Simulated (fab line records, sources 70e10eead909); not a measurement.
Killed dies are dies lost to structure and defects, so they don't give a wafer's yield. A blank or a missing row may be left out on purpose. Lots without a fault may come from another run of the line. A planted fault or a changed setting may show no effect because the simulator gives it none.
Chamber matching | flow nand_harc | NHARC_A_M0_STRIP_18 on rie_diel-10: 4 sister chambers
The step strips in N2/H2. 24 wafers are shown with their chamber, then 12 later ones without.

WAFERS WITH THEIR CHAMBER
wafer  | chamber | drypump_motor_current_A (A) | throttle_valve_pct (%) | oes_product_au (a.u.)
L074.2 | 3       | 6.8                         | 14.159                 | 0.992
L074.3 | 2       | 5.0                         | 14.178                 | 0.980
L074.4 | 0       | 5.6                         | 14.178                 | 0.992
L075.2 | 1       | 5.3                         | 14.173                 | 0.998
L075.5 | 3       | 6.8                         | 14.185                 | 1.000
L075.6 | 0       | 5.6                         | 14.169                 | 0.995
L081.1 | 0       | 5.7                         | 14.162                 | 0.985
L081.3 | 2       | 5.1                         | 14.174                 | 0.986
L081.5 | 2       | 5.1                         | 14.168                 | 0.989
L082.1 | 1       | 5.3                         | 14.179                 | 0.985
L082.4 | 3       | 6.8                         | 14.177                 | 0.992
L082.5 | 3       | 6.8                         | 14.167                 | 0.990
L080.2 | 2       | 5.1                         | 14.149                 | 0.993
L080.3 | 1       | 5.3                         | 14.149                 | 0.980
L080.6 | 3       | 6.8                         | 14.181                 | 0.994
L086.1 | 3       | 6.8                         | 14.174                 | 1.001
L086.2 | 2       | 5.1                         | 14.161                 | 0.994
L086.6 | 1       | 5.3                         | 14.176                 | 0.999
L089.1 | 3       | 6.8                         | 14.183                 | 0.979
L089.3 | 2       | 5.1                         | 14.165                 | 0.988
L089.6 | 0       | 5.7                         | 14.163                 | 0.995
L090.3 | 1       | 5.3                         | 14.171                 | 1.001
L090.4 | 3       | 6.8                         | 14.166                 | 1.002
L090.6 | 1       | 5.3                         | 14.165                 | 0.987

SIGNATURES (means of the wafers above)
reading                 | chamber 0 | chamber 1 | chamber 2 | chamber 3 | scatter within a chamber
drypump_motor_current_A | 5.650     | 5.300     | 5.083     | 6.800     | 0.0303
throttle_valve_pct      | 14.16800  | 14.16883  | 14.16583  | 14.17400  | 0.00967
oes_product_au          | 0.99175   | 0.99167   | 0.98833   | 0.99375   | 0.00699
Rule: a wafer's distance from a chamber is the root of the sum, over the readings, of the square of ((its reading less the chamber's mean) divided by the reading's scatter). The wafer belongs to the nearest chamber; if the next one is less than 2 further off, it can't be placed. The scatter: the root of (the sum of the squares of (reading less its chamber's mean) over the shown wafers, divided by (wafers less chambers)).

WAFERS WITHOUT THEIR CHAMBER
wafer  | drypump_motor_current_A (A) | throttle_valve_pct (%) | oes_product_au (a.u.)
L092.3 | 6.8                         | 14.177                 | 0.980
L092.5 | 6.8                         | 14.192                 | 0.993
L092.6 | 5.6                         | 14.183                 | 0.990
L093.2 | 6.8                         | 14.162                 | 0.992
L093.3 | 5.3                         | 14.194                 | 1.002
L093.6 | 5.1                         | 14.166                 | 0.995
L096.1 | 5.7                         | 14.175                 | 0.997
L096.2 | 5.3                         | 14.151                 | 0.990
L096.3 | 6.8                         | 14.175                 | 1.002
L097.2 | 5.1                         | 14.174                 | 0.988
L097.3 | 5.3                         | 14.167                 | 0.989
L097.6 | 5.3                         | 14.184                 | 0.993

WHICH CHAMBER EACH WENT THROUGH
wafer  | from the rows above | in truth
L092.3 | 3                   | 3
L092.5 | 3                   | 3
L092.6 | 0                   | 0
L093.2 | 3                   | 3
L093.3 | 1                   | 1
L093.6 | 2                   | 2
L096.1 | 0                   | 0
L096.2 | 1                   | 1
L096.3 | 3                   | 3
L097.2 | 2                   | 2
L097.3 | 1                   | 1
L097.6 | 1                   | 1
Placed correctly: 12 of 12. Can't be placed from these rows: 0. Placed wrongly: 0.
